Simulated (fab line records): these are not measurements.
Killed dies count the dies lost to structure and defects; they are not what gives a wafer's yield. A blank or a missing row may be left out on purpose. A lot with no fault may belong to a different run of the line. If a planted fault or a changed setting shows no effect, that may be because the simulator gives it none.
fab line records	flow nand_harc
[record] lots = 6	wafers = 18	last_day = 30
route steps=1302 shown A_CONTACT@995 END@1302
lots that met no fault: from a run of the same line without faults
start_h: the number of hours between the record's first day and the start of the first shown wafer of the lot	wait_h: how many hours have passed since the lot's step before this one	" unchanged from the row above	L1.1+2: a single row standing in for several wafers	- no value, or no start was given	* or withheld: withheld	< > ~ a bound
route shown NAME@n: names a module that has steps shown in the file, with the first one's number in the route	usual: the fault-free wafers' mean and standard deviation	same: alike in all rows	chamber/n: place in a boat	sites: readings site by site	_std_site: the standard deviation of these	_edge_site: the outer-site mean with the inner-site mean subtracted	radius_mm: for every site, how far away it sits from the centre of the wafer	mask NAME#n: copy n	behind: the tool/chamber that last shaped the wafer	hold: the reason the lot was held/the length of the hold in hours/how it ended	device: names the non-switching transistor (n, p or np)	end of line: tests run on the same wafers once the route is complete	a step given without rows: its recipe and nothing more	killed: not the wafer's yield, but the dies lost to structure and defects at the first sort	map: per-die view of a wafer (x killed, . not killed, _ where there is no die)
set.NAME: the setting the step ran with; set.NAME@STEP: the setting that earlier step ran with	model.NAME: the simulator's own value behind a step, which no gauge read
certain route steps with their lots: each step a table, each wafer a row
services: from which hour (start_h, from the record's first day; less than 0 if before it) a tool's chamber was out of use, for how many hours, and why
[[steps]]
[step NHARC_A_CONTACT_PEB_40]
[recipe] peb_temp_c = 100	peb_time_s = 65
[step NHARC_A_CONTACT_DEVELOP_41]
[recipe] develop_time_s = 35	dev_temp_c = 23
[step NHARC_A_CONTACT_CD_MEAS_42]
[recipe] target_cd_nm = 300	landing_energy_ev = 500
[usual] cd_nm = 299.9/0.81
lot.wafer	tool	chamber	start_h	wait_h	cd_nm
L635.2	cd_sem-02	0	519.60	-	299.7
L635.5	"	0	"	"	299.1
L635.6	"	0	"	"	298.5
L638.3	cd_sem-01	0	532.36	-	300.6
L638.4	"	0	"	"	300.5
L638.5	"	0	"	"	301.3
L639.4	cd_sem-03	0	548.07	-	300.5
L639.5	"	0	"	"	301.1
L639.6	"	0	"	"	299.2
L644.1	cd_sem-01	0	600.55	-	300.7
L644.4	"	0	"	"	299.9
L644.5	"	0	"	"	300.0
L643.2	cd_sem-03	0	600.76	-	300.9
L643.5	"	0	"	"	300.8
L643.6	"	0	"	"	301.7
L647.1	cd_sem-03	0	632.15	-	301.0
L647.2	"	0	"	"	301.3
L647.5	"	0	"	"	299.8
[step NHARC_A_CONTACT_OVL_MEAS_43]
[usual] overlay_x_nm = 0.1/0.95	overlay_y_nm = 0.0/0.9
lot.wafer	tool	chamber	start_h	wait_h	overlay_x_nm	overlay_y_nm
L635.2	overlay-02	-	519.68	-	-0.1	-0.5
L635.5	"	-	"	"	0.1	-0.6
L635.6	"	-	"	"	-0.5	-1.4
L638.3	overlay-02	-	532.45	-	1.1	0.7
L638.4	"	-	"	"	1.0	0.3
L638.5	"	-	"	"	0.9	1.0
L639.4	overlay-01	-	548.15	-	0.7	-1.1
L639.5	"	-	"	"	0.4	-0.7
L639.6	"	-	"	"	0.5	-0.5
L644.1	overlay-01	-	600.64	-	-0.8	-0.1
L644.4	"	-	"	"	-0.6	-0.8
L644.5	"	-	"	"	-0.9	-0.4
L643.2	overlay-02	-	600.85	-	1.0	-0.2
L643.5	"	-	"	"	0.7	-0.1
L643.6	"	-	"	"	0.8	-0.1
L647.1	overlay-02	-	632.24	-	-0.2	0.4
L647.2	"	-	"	"	0.7	0.4
L647.5	"	-	"	"	0.4	-0.3
[step NHARC_A_CONTACT_INSPECT_44]
[usual] raw_defect_count = 81/27
lot.wafer	tool	chamber	start_h	wait_h	raw_defect_count
L635.2	defect_inspect-02	-	519.72	0.0	52
L635.5	"	-	"	"	57
L635.6	"	-	"	"	51
L638.3	defect_inspect-02	-	532.48	0.0	58
L638.4	"	-	"	"	62
L638.5	"	-	"	"	61
L639.4	defect_inspect-01	-	548.19	0.0	84
L639.5	"	-	"	"	69
L639.6	"	-	"	"	82
L644.1	defect_inspect-01	-	600.68	0.0	134
L644.4	"	-	"	"	138
L644.5	"	-	"	"	133
L643.2	defect_inspect-02	-	600.88	0.0	81
L643.5	"	-	"	"	81
L643.6	"	-	"	"	71
L647.1	defect_inspect-02	-	632.27	0.0	80
L647.2	"	-	"	"	71
L647.5	"	-	"	"	58
[step NHARC_A_CONTACT_DESCUM_47]
[recipe] time_s = 3	o2_flow_sccm = 200	ar_flow_sccm = 0	bias_power_w = 0	chemistry = O2
[step NHARC_A_CONTACT_ETCH_48]
[recipe] target_depth_a = 390	over_etch_frac = 0.3	time_s = 65	ion_energy_ev = 80	cf4_flow_sccm = 150	ar_flow_sccm = 0	rf_w = 300	bias_w = 100	chemistry = CF4
[usual] drypump_motor_current_A = 5.6/0.41	oes_product_au = 0.999/0.015	rf_fwd_power_W = 297.5/1.2	rf_vpp_V = 151.2/1.3	showerhead_plenum_p_Torr = 1.77/0.078	throttle_valve_pct = 13.285/0.01
lot.wafer	tool	chamber	start_h	wait_h	drypump_motor_current_A	oes_product_au	rf_fwd_power_W	rf_hours_counter_h	rf_vpp_V	showerhead_plenum_p_Torr	throttle_valve_pct
L635.2	rie_diel-12	3	519.88	0.1	6.0	0.981	297.6	9	153.2	1.83	13.307
L635.6	"	0	"	"	4.9	0.978	297.7	-	149.3	1.70	13.287
L635.5	"	1	"	"	5.9	1.000	297.8	-	149.8	1.75	13.285
L638.3	rie_diel-12	0	532.64	0.1	4.9	0.993	297.3	14	150.0	1.70	13.297
L638.4	"	1	"	"	5.9	1.003	298.9	14	151.3	1.75	13.268
L638.5	"	3	"	"	5.9	0.996	300.1	-	150.8	1.83	13.277
L639.4	rie_diel-03	3	548.35	0.1	5.8	0.988	295.9	32	150.4	1.70	13.270
L639.5	"	0	"	"	6.1	0.993	298.2	-	151.0	1.69	13.297
L639.6	"	1	"	"	5.6	1.014	297.5	-	150.8	1.79	13.279
L644.1	rie_diel-12	1	600.84	0.1	5.9	0.989	297.7	20	150.1	1.74	13.276
L644.4	"	2	"	"	5.7	1.027	298.4	21	148.0	1.66	13.289
L644.5	"	3	"	"	5.9	0.996	297.9	-	149.8	1.82	13.287
L643.2	rie_diel-06	3	601.03	0.1	5.4	0.993	296.3	36	152.7	1.88	13.283
L643.6	"	3	"	"	5.4	0.991	298.1	-	152.1	1.88	13.277
L643.5	"	0	"	"	5.4	0.994	295.7	-	152.5	1.86	13.274
L647.2	rie_diel-03	2	632.42	0.1	6.0	0.995	296.8	59	151.2	1.78	13.293
L647.1	"	0	"	"	6.1	0.992	297.7	46	150.1	1.69	13.289
L647.5	"	1	"	"	5.6	0.998	297.9	-	151.6	1.79	13.276
[step NHARC_A_CONTACT_ETCH_49]
[recipe] target_depth_a = 2600	over_etch_frac = 0.3	time_s = 475.3	ion_energy_ev = 200	n2_flow_sccm = 150	h2_flow_sccm = 150	ar_flow_sccm = 0	rf_w = 400	bias_w = 150	chemistry = N2/H2
[step NHARC_A_CONTACT_ETCH_50]
[recipe] target_depth_a = 1210	time_s = 60.5	cf4_flow_sccm = 100	chf3_flow_sccm = 30	ar_flow_sccm = 0	rf_w = 500	bias_w = 200	chemistry = CF4/CHF3
[step NHARC_A_CONTACT_ETCH_51]
[recipe] target_depth_a = 70000	over_etch_frac = 0.3	time_s = 1820	ion_energy_ev = 150	o2_flow_sccm = 400	cos_flow_sccm = 20	ar_flow_sccm = 0	rf_w = 500	bias_w = 300	chemistry = O2/COS
[usual] cos_flow_sccm = 20.00/0.053	drypump_motor_current_A = 5.6/0.42	oes_product_au = 0.999/0.015	rf_fwd_power_W = 499.8/1.5	rf_vpp_V = 314.0/2.2	showerhead_plenum_p_Torr = 3.11/0.14	throttle_valve_pct = 28.330/0.0089
lot.wafer	tool	chamber	start_h	wait_h	cos_flow_sccm	drypump_motor_current_A	oes_product_au	rf_fwd_power_W	rf_hours_counter_h	rf_vpp_V	showerhead_plenum_p_Torr	throttle_valve_pct
L635.2	rie_diel-12	1	-	-	19.96	6.0	1.012	499.2	11	312.7	3.08	28.351
L635.5	"	3	"	"	20.03	6.0	0.983	502.1	-	316.1	3.22	28.330
L635.6	"	0	"	"	20.06	4.9	0.987	498.1	-	312.2	3.00	28.303
L638.3	rie_diel-12	3	-	-	20.00	5.9	0.988	498.8	13	315.6	3.22	28.345
L638.4	"	1	"	"	20.06	5.9	1.000	500.1	14	312.0	3.08	28.332
L638.5	"	3	"	"	20.01	5.9	0.991	496.9	-	316.4	3.22	28.327
L639.4	rie_diel-03	3	-	-	19.96	5.8	0.990	500.5	33	312.0	3.00	28.322
L639.5	"	1	"	"	20.08	5.6	1.007	500.3	-	315.0	3.16	28.334
L639.6	"	2	"	"	20.04	6.0	1.000	499.6	-	314.5	3.16	28.327
L644.4	rie_diel-12	1	-	-	19.93	5.9	0.984	497.7	21	312.3	3.08	28.336
L644.1	"	2	"	"	20.11	5.7	1.016	503.1	21	312.1	2.92	28.343
L644.5	"	0	"	"	19.97	4.9	0.980	501.0	-	313.1	3.00	28.324
L643.2	rie_diel-06	0	-	-	19.96	5.4	0.991	499.8	41	315.0	3.29	28.315
L643.5	"	1	"	"	19.99	4.9	1.026	498.7	-	314.1	3.01	28.312
L643.6	"	2	"	"	19.99	5.7	0.990	498.6	-	316.3	3.32	28.336
L647.1	rie_diel-03	0	-	-	20.09	6.1	0.995	499.1	50	312.2	2.97	28.331
L647.2	"	1	"	"	19.98	5.6	1.016	497.1	48	314.9	3.15	28.343
L647.5	"	3	"	"	20.05	5.9	0.978	500.1	-	312.7	2.98	28.337
[step NHARC_A_CONTACT_ETCH_111]
[recipe] source_w = withheld	pressure_mtorr = 20	bias_v = withheld	time_s = 140	target_depth_a = 7000	ar_flow_sccm = withheld	c4f8_flow_sccm = withheld	o2_flow_sccm = withheld	chemistry = C4F8/O2/Ar
[step NHARC_A_CONTACT_ETCH_112]
[recipe] source_w = withheld	pressure_mtorr = 20	bias_v = 3000	time_s = 190	target_depth_a = 18500	ar_flow_sccm = withheld	c4f8_flow_sccm = withheld	o2_flow_sccm = withheld	chemistry = C4F8/O2/Ar
[step NHARC_A_CONTACT_ETCH_113]
[recipe] source_w = withheld	pressure_mtorr = 20	bias_v = 3000	time_s = 190	target_depth_a = 18500	ar_flow_sccm = withheld	c4f8_flow_sccm = withheld	o2_flow_sccm = withheld	chemistry = C4F8/O2/Ar
lot.wafer	tool	chamber	start_h	wait_h	rf_hours_counter_h
L635.2	har_cap_etch-03	0	522.10	0.2	45
L635.6	"	0	"	"	-
L635.5	"	1	"	"	-
L638.3	har_cap_etch-02	0	534.80	0.1	-
L638.4	"	1	"	"	-
L638.5	"	1	"	"	-
L639.4	har_cap_etch-01	1	550.53	0.1	-
L639.6	"	0	"	"	-
L639.5	"	1	"	"	-
L643.2	har_cap_etch-02	0	603.36	0.1	104
L643.5	"	1	"	"	-
L643.6	"	0	"	"	-
L644.1	har_cap_etch-01	0	603.99	0.1	17
L644.4	"	1	"	"	-
L644.5	"	1	"	"	-
L647.2	har_cap_etch-01	1	637.32	0.1	22
L647.1	"	0	"	"	22
L647.5	"	1	"	"	-
[step NHARC_A_CONTACT_ETCH_114]
[recipe] source_w = withheld	pressure_mtorr = 20	bias_v = 3000	time_s = 190	target_depth_a = 18500	ar_flow_sccm = withheld	c4f8_flow_sccm = withheld	o2_flow_sccm = withheld	chemistry = C4F8/O2/Ar
[step NHARC_A_CONTACT_ETCH_115]
[recipe] source_w = withheld	pressure_mtorr = 20	bias_v = 3000	time_s = 190	target_depth_a = 18500	ar_flow_sccm = withheld	c4f8_flow_sccm = withheld	o2_flow_sccm = withheld	chemistry = C4F8/O2/Ar
lot.wafer	tool	chamber	start_h	wait_h	rf_hours_counter_h
L635.2	har_cap_etch-03	0	522.56	0.2	45
L635.6	"	0	"	"	-
L635.5	"	1	"	"	-
L638.3	har_cap_etch-02	0	535.14	0.1	-
L638.4	"	1	"	"	-
L638.5	"	1	"	"	-
L639.4	har_cap_etch-01	1	550.87	0.1	-
L639.6	"	0	"	"	-
L639.5	"	1	"	"	-
L643.2	har_cap_etch-02	0	603.70	0.1	104
L643.5	"	1	"	"	-
L643.6	"	0	"	"	-
L644.1	har_cap_etch-01	0	604.32	0.1	17
L644.4	"	1	"	"	-
L644.5	"	1	"	"	-
L647.2	har_cap_etch-01	1	637.65	0.1	23
L647.1	"	0	"	"	23
L647.5	"	1	"	"	-
[step NHARC_A_CONTACT_ETCH_116]
[recipe] source_w = withheld	pressure_mtorr = 20	bias_v = 3000	time_s = 190	target_depth_a = 18500	ar_flow_sccm = withheld	c4f8_flow_sccm = withheld	o2_flow_sccm = withheld	chemistry = C4F8/O2/Ar
[step NHARC_A_CONTACT_ETCH_117]
[recipe] source_w = withheld	pressure_mtorr = 20	bias_v = 3000	time_s = 190	target_depth_a = 18500	ar_flow_sccm = withheld	c4f8_flow_sccm = withheld	o2_flow_sccm = withheld	chemistry = C4F8/O2/Ar
lot.wafer	tool	chamber	start_h	wait_h	rf_hours_counter_h
L635.2	har_cap_etch-03	0	522.96	0.1	45
L635.6	"	0	"	"	-
L635.5	"	1	"	"	-
L638.3	har_cap_etch-02	0	535.48	0.1	-
L638.4	"	1	"	"	-
L638.5	"	1	"	"	-
L639.4	har_cap_etch-01	1	551.21	0.1	-
L639.6	"	0	"	"	-
L639.5	"	1	"	"	-
L643.2	har_cap_etch-02	0	604.04	0.1	105
L643.5	"	1	"	"	-
L643.6	"	0	"	"	-
L644.1	har_cap_etch-01	0	604.66	0.1	18
L644.4	"	1	"	"	-
L644.5	"	1	"	"	-
L647.2	har_cap_etch-01	1	638.00	0.1	23
L647.1	"	0	"	"	23
L647.5	"	1	"	"	-
[step NHARC_A_CONTACT_ETCH_118]
[recipe] source_w = withheld	pressure_mtorr = 20	bias_v = 3000	time_s = 190	target_depth_a = 18500	ar_flow_sccm = withheld	c4f8_flow_sccm = withheld	o2_flow_sccm = withheld	chemistry = C4F8/O2/Ar
lot.wafer	tool	chamber	start_h	wait_h	rf_hours_counter_h
L635.2	har_cap_etch-03	0	523.13	0.1	46
L635.6	"	0	"	"	-
L635.5	"	1	"	"	-
L638.3	har_cap_etch-02	0	535.65	0.1	-
L638.4	"	1	"	"	-
L638.5	"	1	"	"	-
L639.4	har_cap_etch-01	1	551.38	0.1	-
L639.6	"	0	"	"	-
L639.5	"	1	"	"	-
L643.2	har_cap_etch-02	0	604.21	0.1	105
L643.5	"	1	"	"	-
L643.6	"	0	"	"	-
L644.1	har_cap_etch-01	0	604.83	0.1	18
L644.4	"	1	"	"	-
L644.5	"	1	"	"	-
L647.2	har_cap_etch-01	1	638.17	0.1	23
L647.1	"	0	"	"	23
L647.5	"	1	"	"	-
[step NHARC_A_CONTACT_ETCH_119]
[recipe] source_w = withheld	pressure_mtorr = 20	bias_v = 3000	time_s = 190	target_depth_a = 18500	ar_flow_sccm = withheld	c4f8_flow_sccm = withheld	o2_flow_sccm = withheld	chemistry = C4F8/O2/Ar
[step NHARC_A_CONTACT_ETCH_120]
[recipe] source_w = withheld	pressure_mtorr = 20	bias_v = 3000	time_s = 190	target_depth_a = 18500	ar_flow_sccm = withheld	c4f8_flow_sccm = withheld	o2_flow_sccm = withheld	chemistry = C4F8/O2/Ar
[step NHARC_A_CONTACT_ETCH_121]
[recipe] source_w = withheld	pressure_mtorr = 20	bias_v = 3000	time_s = 190	target_depth_a = 18500	ar_flow_sccm = withheld	c4f8_flow_sccm = withheld	o2_flow_sccm = withheld	chemistry = C4F8/O2/Ar
[step NHARC_A_CONTACT_ETCH_122]
[recipe] source_w = withheld	pressure_mtorr = 20	bias_v = 3000	time_s = 190	target_depth_a = 18500	ar_flow_sccm = withheld	c4f8_flow_sccm = withheld	o2_flow_sccm = withheld	chemistry = C4F8/O2/Ar
[step NHARC_A_CONTACT_ETCH_123]
[recipe] source_w = withheld	pressure_mtorr = 20	bias_v = 400	time_s = 490	target_depth_a = 21100	ar_flow_sccm = withheld	c4f8_flow_sccm = 11.5	o2_flow_sccm = 7.2	chemistry = C4F8/O2/Ar
[step NHARC_A_CONTACT_ETCH_90]
[recipe] target_depth_a = 400	over_etch_frac = 0.5	time_s = 85.7	ion_energy_ev = 120	ch3f_flow_sccm = 50	o2_flow_sccm = 30	ar_flow_sccm = 200	rf_w = 500	bias_w = 100	chemistry = CH3F/O2
[step NHARC_A_CONTACT_ETCH_96]
[recipe] target_depth_a = 200	over_etch_frac = 0.5	time_s = 10	ion_energy_ev = 250	c4f6_flow_sccm = 25	o2_flow_sccm = 20	ar_flow_sccm = 500	rf_w = 600	bias_w = 500	chemistry = C4F6/O2
[step NHARC_A_CONTACT_CD_MEAS_53]
[usual] cd_nm = 289.8/0.74
lot.wafer	tool	chamber	start_h	wait_h	cd_nm
L635.2	cd_sem-03	-	525.18	-	290.8
L635.5	"	-	"	"	289.5
L635.6	"	-	"	"	290.0
L638.3	cd_sem-02	-	537.78	-	289.9
L638.4	"	-	"	"	290.5
L638.5	"	-	"	"	289.7
L639.4	cd_sem-01	-	553.35	-	290.3
L639.5	"	-	"	"	290.9
L639.6	"	-	"	"	290.0
L643.2	cd_sem-01	-	606.23	-	290.7
L643.5	"	-	"	"	291.1
L643.6	"	-	"	"	290.3
L644.1	cd_sem-01	-	606.88	-	289.9
L644.4	"	-	"	"	289.9
L644.5	"	-	"	"	289.6
L647.1	cd_sem-03	-	640.21	-	289.8
L647.2	"	-	"	"	289.8
L647.5	"	-	"	"	291.7
[step NHARC_A_CONTACT_STRIP_99]
[recipe] n2_flow_sccm = 150	h2_flow_sccm = 150	ar_flow_sccm = 0	bias_w = 0	chemistry = N2/H2
[step NHARC_A_CONTACT_STRIP_100]
[recipe] cf4_flow_sccm = 100	chf3_flow_sccm = 30	ar_flow_sccm = 0	bias_w = 0	chemistry = CF4/CHF3
[step NHARC_A_CONTACT_STRIP_101]
[recipe] o2_flow_sccm = 400	cos_flow_sccm = 20	ar_flow_sccm = 0	bias_w = 0	chemistry = O2/COS
[step NHARC_A_CONTACT_ETCH_102]
[recipe] target_depth_a = 1000	overetch_a = 100	time_s = 55	ion_energy_ev = 100	cf4_flow_sccm = 80	o2_flow_sccm = 20	ar_flow_sccm = 0	rf_w = 300	bias_w = 100	chemistry = CF4/O2
[step NHARC_A_CONTACT_STRIP_55]
[recipe] o2_flow_sccm = 500	ar_flow_sccm = 0	bias_w = 0	chemistry = O2
[step NHARC_A_CONTACT_STRIP_56]
[recipe] time_s = 600	temp_c = 30	chemistry = post_etch_residue_remover
[step NHARC_A_CONTACT_DEP_57]
[recipe] target_thk_a = 53000	temp_c = 400	material = aC
[step NHARC_A_CONTACT_DEP_58]
[recipe] target_thk_a = 900	target_thk_nm = 90	temp_c = 400	pressure_torr = 3.5	flow_sccm = 200	rf_w = 350	material = SiON
[step NHARC_A_CONTACT_DEHYDRATE_59]
[recipe] temp_c = 150	time_s = 120
[step NHARC_A_CONTACT_HMDS_60]
[recipe] time_s = 30
[step NHARC_A_CONTACT_COAT_61]
[recipe] temp_c = 260	time_s = 75
[step NHARC_A_CONTACT_COAT_62]
[recipe] temp_c = 225	time_s = 65
[step NHARC_A_CONTACT_COAT_63]
[recipe] spin_rpm = 1500	resist_thk_nm = 90
[step NHARC_A_CONTACT_SOFTBAKE_64]
[recipe] temp_c = 105	time_s = 55
[step NHARC_A_CONTACT_EBR_65]
[step NHARC_A_CONTACT_EXPOSE_66]
[recipe] na = 1.35	sigma_outer = 0.8	dose_mj = 59.02	mask_id = A_CC_2
[step NHARC_END_SORT_01]
[recipe] temp_c = 25
[usual] killed_at_array = 59/17	killed_at_other = 0.9/1.6	killed_at_periphery = 3.7/2.3	killed_dies = 64/17	killed_open = 3.3/1.8	killed_short = 2.4/1.6
[same] gross_dies = 677
lot.wafer	tool	chamber	start_h	wait_h	killed_at_array	killed_at_other	killed_at_periphery	killed_dies	killed_open	killed_short
L644.1	prober-02	0	676.72	2.5	80	1	0	81	2	1
L644.4	prober-02	0	679.10	3.4	166	0	7	173	4	2
L644.5	prober-02	0	679.89	3.7	153	0	2	155	6	1
L647.2	prober-01	0	709.17	2.8	137	0	5	142	3	3
L647.5	prober-01	0	711.56	3.7	123	1	8	132	7	5
// killed by level:class
L644.1 A_SLIT:chamber_film_flake=30 A_CHANNEL_HOLE_D1:chamber_film_flake=27 A_CHANNEL_HOLE_D2:chamber_film_flake=16 A_STAIRCASE:chamber_film_flake=3 A_CHANNEL_FILL_D1:geometric_particle:open=1 A_M1:geometric_particle:open=1 STARTING-WAFER:geometric_particle:short=1 A_CHANNEL_FILL_D2:chamber_film_flake=1
L644.4 A_CONTACT:unspecified=82 A_SLIT:chamber_film_flake=34 A_CHANNEL_HOLE_D1:chamber_film_flake=30 A_CHANNEL_HOLE_D2:chamber_film_flake=12 P_ZERO_WELL:chamber_film_flake=3 A_CHANNEL_FILL_D1:geometric_particle:open=2 P_GATE:chamber_film_flake=2 A_STAIRCASE:chamber_film_flake=2
L644.5 A_CONTACT:unspecified=78 A_CHANNEL_HOLE_D1:chamber_film_flake=37 A_SLIT:chamber_film_flake=17 A_CHANNEL_HOLE_D2:chamber_film_flake=10 A_STAIRCASE:chamber_film_flake=2 P_CONTACT:geometric_particle:open=1 A_CHANNEL_FILL_D1:geometric_particle:open=1 A_DECK1_JOINT:geometric_particle:open=1
L647.2 A_CONTACT:unspecified=88 A_SLIT:chamber_film_flake=32 A_CHANNEL_HOLE_D1:chamber_film_flake=5 A_CONTACT:chamber_film_flake=3 P_CONTACT:chamber_film_flake=2 A_STAIRCASE:chamber_film_flake=2 P_CONTACT:geometric_particle:open=1 A_ONON_D1:geometric_particle:open=1
L647.5 A_CONTACT:unspecified=81 A_SLIT:chamber_film_flake=19 A_CONTACT:chamber_film_flake=6 P_CONTACT:chamber_film_flake=5 A_CHANNEL_HOLE_D1:chamber_film_flake=3 A_STAIRCASE:chamber_film_flake=3 A_CHANNEL_FILL_D2:geometric_particle:short=2 A_WL_FILL:geometric_particle:short=2
// map L644.4 (x killed, . not)
____________.____________
_________......._________
_______..xxx.x...._______
______.x.xxxx......______
_____..xxxxxxx......_____
____...xxxxxxx.......____
____...xxxxxxx.....xx____
___..x.xxxxxxx....x.x.___
___..xxxxxxxxxxx.xxxxx___
__.....xxxxxxx....xxxx.__
__.....xxxxxxxx...xxxxx__
_....x.xxxxxxxxx.x.xxx.._
_.....x.xxxxxxx...xxx..._
_......xxxxxxx....x.xxxx_
_......xxxx.x....x.xxx.._
_...........x..x.....x.._
..........x.xx...........
..............xx.x.......
...........xxxx..x.......
...........x..xxx........
.............xxxxxx...x..
_............x..xx......_
_.............xxxx......_
_............x..xxx....._
_.............x.x......._
_............x.........._
__x..................x.__
__.....................__
___..............x....___
___.........x.........___
____.................____
____.................____
_____..............._____
______...x.........______
_______..........._______
_________....x.._________
____________.____________
// map L647.2 (x killed, . not)
____________.____________
_________......._________
_______.xxxx......_______
______..xxxxx.....x______
_____..xxxxxxx...x.._____
____...xxxxxxxx.....x____
____...xxxxxxx.......____
___....xxxxxxx........___
___...xxxxxxxxx.......___
__....xxxxxxxx..x......__
__..x.xxxxxxxx.........__
_..x..xxxxxxx.x........._
_.....x.xxxxxxx........._
_......xxxxx.x.........._
_.........x.x..........._
_.....x...x...x........._
......x.........xx.......
................x........
..............xxx........
.............x.xxx.......
........x..x.xxx.x.......
_...........xxxxxx.x...x_
_..........x..xxxx......_
_...........x.x.xx......_
_...........x..x.xx....._
_.................x....._
__.....................__
__...............x.....__
___...................___
___........x..........___
____.................____
____......x..........____
_____....x.........._____
______...xx........______
_______..........._______
_________.x....._________
____________.____________
[[services]]
tool	chamber	start_h	hours	kind
har_cap_etch-01	-	498.56	17.0	pm
har_cap_etch-01	0	498.56	17.0	vent_cycle
har_cap_etch-01	1	498.56	17.0	vent_cycle
rie_diel-03	3	499.98	1.6	repair
rie_diel-12	0	503.40	-	clean
rie_diel-12	1	503.40	-	clean
rie_diel-12	2	503.40	-	clean
rie_diel-12	3	503.40	-	clean
har_cap_etch-03	-	507.31	3.3	repair
rie_diel-06	3	508.98	12.6	repair
har_cap_etch-01	0	515.56	-	clean
har_cap_etch-01	0	515.56	-	consumable_replace:focus_ring
har_cap_etch-01	1	515.56	-	clean
har_cap_etch-01	1	515.56	-	consumable_replace:focus_ring
rie_diel-12	0	527.90	-	clean
rie_diel-12	1	533.72	14.0	repair
har_cap_etch-01	-	559.47	4.6	repair
rie_diel-03	0	595.85	5.6	repair
rie_diel-06	-	597.52	0.5	repair
har_cap_etch-03	-	600.92	7.8	repair
rie_diel-12	-	622.40	9.0	pm
har_cap_etch-01	-	623.00	1.3	repair
har_cap_etch-03	-	623.94	0.4	repair
rie_diel-03	-	636.50	9.0	pm
[[key]]
[first_sign] step = NHARC_END_SORT_01	reading = killed_at_array	direction = up	sigmas = 5.2	usual = 59	struck = 145
[effect] step = NHARC_END_SORT_01	reading = killed_dies	direction = up	sigmas = 5.1	usual = 64	struck = 150
[more_kills_born_at] NHARC_A_CONTACT_ETCH_113@har_cap_etch-01 = 329
met_at NHARC_A_CONTACT_ETCH_113
struck_wafers L644.4,L644.5,L647.2,L647.5
tester_left_out L644,L647
onset_between 550.53 603.99
[fault] kind = chamber_particle_source	tool = har_cap_etch-01	chamber = 1	onset_h = 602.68	steps = NHARC_A_CONTACT_ETCH_113	rate_per_visit_cm2 = 1.0013	end_h = 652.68
// tester_left_out: of these lots the tester's yield and bins aren't shown, on N5 and GAA mostly nor the transistor test; their killed dies are dies lost to structure and defects alone, not to doping, threshold or leakage, so they don't give the yield
